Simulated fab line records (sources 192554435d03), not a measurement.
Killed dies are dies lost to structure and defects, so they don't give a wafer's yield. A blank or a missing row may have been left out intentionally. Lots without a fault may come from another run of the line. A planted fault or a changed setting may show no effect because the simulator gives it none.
Matching of chambers	flow n5 finfet	N5_BEOL_M2_ETCH_77 on rie diel-06 has 4 sister chambers
The step etches underlayer in N2/H2, target depth 6.5 nm, time 5.2 s. 16 wafers are shown with their chamber, then 8 later ones without.

== WAFERS WITH THEIR CHAMBER ==
wafer	chamber	drypump motor current A (A)	throttle valve pct (%)	showerhead plenum p Torr (Torr)
L075.1	2	6.3	18.09	2.52
L075.3	1	6.6	17.78	2.63
L075.4	1	6.6	17.77	2.63
L077.1	2	6.3	18.11	2.52
L077.3	0	5.7	17.89	2.62
L077.6	2	6.3	18.09	2.52
L084.2	2	6.3	18.11	2.51
L084.3	0	5.8	17.91	2.62
L084.5	1	6.6	17.80	2.62
L085.3	2	6.3	18.11	2.51
L085.5	3	5.4	17.59	2.70
L085.6	2	6.3	18.11	2.51
L089.1	1	6.6	17.80	2.61
L089.5	0	5.8	17.93	2.61
L089.6	1	6.6	17.82	2.61
L092.3	0	5.7	17.95	2.61

SIGNATURES, as means of the wafers listed above
reading	chamber 0	chamber 1	chamber 2	chamber 3	scatter within a chamber
drypump motor current A	5.750	6.600	6.300	5.400	0.0289
throttle valve pct	17.9200	17.7940	18.1033	17.5900	0.0184
showerhead plenum p Torr	2.6150	2.6200	2.5150	2.7000	0.00736
Rule: for a wafer and a chamber, the distance is found by dividing, reading by reading, the gap between the wafer's reading and the chamber's mean by the reading's scatter, squaring, summing and taking the root. If the next closest chamber is less than 2 further off than the closest, the wafer can't be placed; otherwise it belongs to the closest. The scatter: take each reading less its chamber's mean, square it, sum over the shown wafers, divide by the number of wafers less the number of chambers, and take the root.

== WAFERS WITHOUT THEIR CHAMBER ==
wafer	drypump motor current A (A)	throttle valve pct (%)	showerhead plenum p Torr (Torr)
L092.4	6.6	17.85	2.61
L092.6	5.7	17.94	2.61
L095.2	5.4	17.62	2.69
L095.4	6.3	17.66	2.51
L095.6	5.4	17.63	2.69
L096.1	5.7	17.93	2.61
L096.5	5.4	17.63	2.69
L096.6	6.3	17.67	2.50

== WHICH CHAMBER EACH ONE RAN IN ==
wafer	from the rows above	in truth
L092.4	1	1
L092.6	0	0
L095.2	3	3
L095.4	1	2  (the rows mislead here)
L095.6	3	3
L096.1	0	0
L096.5	3	3
L096.6	1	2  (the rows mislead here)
Correct placement for 6 of the 8. From these rows, 0 cannot be placed. Wrongly placed: 2.
